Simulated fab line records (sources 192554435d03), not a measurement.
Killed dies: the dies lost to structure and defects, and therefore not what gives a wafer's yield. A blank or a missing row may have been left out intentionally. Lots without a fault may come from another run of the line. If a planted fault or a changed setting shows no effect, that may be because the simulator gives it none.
Matching of chambers    flow n5Finfet    N5_GATE_CUT_CMP_43 on cmp-03 has 4 sister chambers
The step polishes SiO2. 8 wafers are shown with their chamber, then 9 later ones without.

## WAFERS, EACH WITH ITS CHAMBER
wafer   chamber  motorCurrentA (A)  slurryFilterDpKPa (kPa)
L083.1  1        13.1               13.38
L084.3  3        10.8               13.38
L086.2  2        14.3               13.56
L086.3  0        12.5               13.32
L086.6  1        13.8               13.49
L088.1  0        11.8               13.32
L088.5  3        10.4               13.22
L088.6  2        13.7               13.84

## WAFERS MISSING THEIR CHAMBER
wafer   motorCurrentA (A)  slurryFilterDpKPa (kPa)
L089.1  13.8               13.45
L089.2  11.8               13.63
L089.6  11.2               13.51
L090.1  11.2               13.38
L090.4  13.5               13.35
L090.5  13.0               13.43
L094.2  11.5               13.58
L094.3  13.3               13.44
L094.4  12.2               13.48

## EACH ONE'S CHAMBER
wafer    from the rows above            in truth
L089.1   can't be placed: 1 or 2        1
L089.2   can't be placed: 0 or 3 or 1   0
L089.6   can't be placed: 3 or 0        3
L090.1   can't be placed: 3 or 0        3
L090.4   1                              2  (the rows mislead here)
L090.5   can't be placed: 1 or 0        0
L094.2   can't be placed: 0 or 3        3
L094.3   1                              1
L094.4   can't be placed: 0 or 1        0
Correct placement for 1 of the 9. Can't be placed from these rows: 7 (the true chamber is among the candidates in 7). Placed wrongly: 1.
How it was worked out, from the rows above alone: a wafer's distance from a chamber is the root of the sum, over the readings, of the square of ((its reading less the chamber's mean) divided by the reading's scatter). If the next closest chamber is less than 2 further off than the closest, the wafer can't be placed; otherwise it belongs to the closest. Each chamber's mean is taken over the wafers shown for it. The scatter is the square root of a quotient: the sum, over the shown wafers, of each reading's squared deviation from its chamber's mean, divided by wafers minus chambers.
